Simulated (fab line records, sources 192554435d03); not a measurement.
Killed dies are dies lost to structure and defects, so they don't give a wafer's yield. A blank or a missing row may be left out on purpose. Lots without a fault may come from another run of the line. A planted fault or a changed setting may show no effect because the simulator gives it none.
A struck lot beside a sound one | flow n5_finfet | 14 steps out of a route of 1938
Sound: wafers L148.2, L148.4, L148.5. Struck: wafers L144.1, L144.2, L144.4. The cause comes at the end.
At each step with rows: each side's tool, then ch and its chambers, then its first start. Under that, the readings that differ: sound wafers | struck wafers | difference of the means | sigmas: that difference in standard deviations of wafers without a fault.
alike: readings whose means differ by less than 2 such deviations, and words and numbers that are the same on both sides. not compared: withheld readings, readings that some wafer has no value for, bounds like >300 that may hide the same value, and numbers for which the record gives no deviation and whose values overlap.
The two part at a step that has a row with sigmas, a row that says differs or no value, or rows on one side only. Numbers that don't overlap but have no deviation are shown without sigmas and don't part them. A reading that every wafer of one side lacks parts them only if that side has two wafers or more.

N5_PASSIVATION_ETCH_15: etches SiCN in CF4/N2, target depth 75 nm, time 81.2 s.
  sound on rie_diel-05 ch 0,2,3; struck on rie_diel-05 ch 0,1,2
  alike: chamber_pressure_mTorr, drypump_motor_current_A, mfc_ar_sccm, oes_product_au, rf_fwd_power_W, rf_vpp_V, showerhead_plenum_p_Torr, throttle_valve_pct
  not compared: rf_hours_counter_h
then, 2 steps without rows for these wafers: N5_PASSIVATION_STRIP_73 (strips in post etch residue remover, time 60 s); N5_PASSIVATION_SRD_17 (time 30 s, dry time 30 s).
N5_PASSIVATION_DEGAS_18: time 60 s.
  sound on pvd_sputter-03, day 18 12:02; struck on pvd_sputter-03, day 17 18:41
  alike: heater_power_w
N5_PASSIVATION_PRE_CLEAN_19:
  sound on pvd_sputter-03, day 18 12:04; struck on pvd_sputter-03, day 17 18:44
  alike: heater_power_w
N5_PASSIVATION_SPUTTER_20: material TaN, target thk 50 nm.
  sound on pvd_sputter-03, day 18 12:07; struck on pvd_sputter-03, day 17 18:46
  alike: throttle_valve_pct
N5_PASSIVATION_AL_DEP_21: deposits Al, target thk 2800 nm, time 170 s.
  sound on pvd_sputter-03, day 18 12:13; struck on pvd_sputter-03, day 17 18:52
  alike: throttle_valve_pct
then, 5 steps without rows for these wafers: N5_PASSIVATION_HMDS_23 (time 60 s); N5_PASSIVATION_COAT_24; N5_PASSIVATION_EBR_26; N5_PASSIVATION_SOFTBAKE_25 (time 90 s); N5_PASSIVATION_EXPOSE_27 (exposes mask PAD, defocus 0 nm).
N5_PASSIVATION_PEB_28:
  sound on litho_track-01 ch 0, day 18 12:35; struck on litho_track-05, day 17 19:13
  reading         | sound          | struck | difference                    | sigmas
  exhaust_pa (Pa) | 45.6 43.8 43.9 | - - -  | no value on the struck wafers |
  not compared: chill_plate_temp_C, peb_time_s
then, 1 step without rows for these wafers: N5_PASSIVATION_DEVELOP_29 (develop time 60 s).

WHERE THEY PART
Only at N5_PASSIVATION_PEB_28, within this record.

WHY: what the simulator had put in
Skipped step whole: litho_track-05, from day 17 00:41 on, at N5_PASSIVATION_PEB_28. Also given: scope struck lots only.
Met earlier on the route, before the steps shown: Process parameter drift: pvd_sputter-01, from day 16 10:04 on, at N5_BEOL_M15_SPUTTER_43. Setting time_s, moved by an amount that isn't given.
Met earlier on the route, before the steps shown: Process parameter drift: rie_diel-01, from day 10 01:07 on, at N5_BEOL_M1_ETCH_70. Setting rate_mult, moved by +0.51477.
